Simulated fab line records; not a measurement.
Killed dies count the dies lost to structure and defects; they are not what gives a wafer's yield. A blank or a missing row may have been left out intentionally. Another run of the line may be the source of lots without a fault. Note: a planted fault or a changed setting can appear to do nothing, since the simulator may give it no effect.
Matching of chambers    flow nand_harc    NHARC_P_GATE_DESCUM_93 on rie_diel-12: 4 sister chambers
The step chemistry O2, time 3 s. 4 wafers are shown with their chamber, then 11 later ones without.

== WAFERS WITH THEIR CHAMBER ==
wafer   chamber  drypump_motor_current_A (A)
L083.2  0        6.6
L086.1  3        6.3
L086.2  2        5.8
L094.1  1        5.7

== WAFERS WITH NO CHAMBER GIVEN ==
wafer   drypump_motor_current_A (A)
L094.2  6.7
L094.6  5.6
L095.2  5.8
L095.3  6.3
L095.6  6.6
L096.1  5.7
L096.3  6.3
L096.4  6.7
L097.1  5.8
L097.3  5.7
L097.6  5.7

== WHICH CHAMBER EACH ONE RAN IN ==
wafer   from the rows above      in truth
L094.2  0                        0
L094.6  can't be placed: 1 or 2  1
L095.2  can't be placed: 2 or 1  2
L095.3  3                        3
L095.6  0                        0
L096.1  can't be placed: 1 or 2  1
L096.3  3                        3
L096.4  0                        0
L097.1  can't be placed: 2 or 1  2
L097.3  can't be placed: 1 or 2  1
L097.6  can't be placed: 1 or 2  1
Correctly placed: 5 of 11. These rows do not allow placing 6 (true chamber among the candidates in 6). Placed wrongly: 0.
How it was worked out, from the rows above alone: a wafer's distance from a chamber is the root of the sum, over the readings, of the square of ((its reading less the chamber's mean) divided by the reading's scatter). If the next closest chamber is less than 2 further off than the closest, the wafer can't be placed; otherwise it belongs to the closest. A chamber's mean is the mean of its shown wafers. The scatter: with one shown wafer a chamber, the root of the mean of the squares of how far each hidden wafer lies from its nearest shown one.
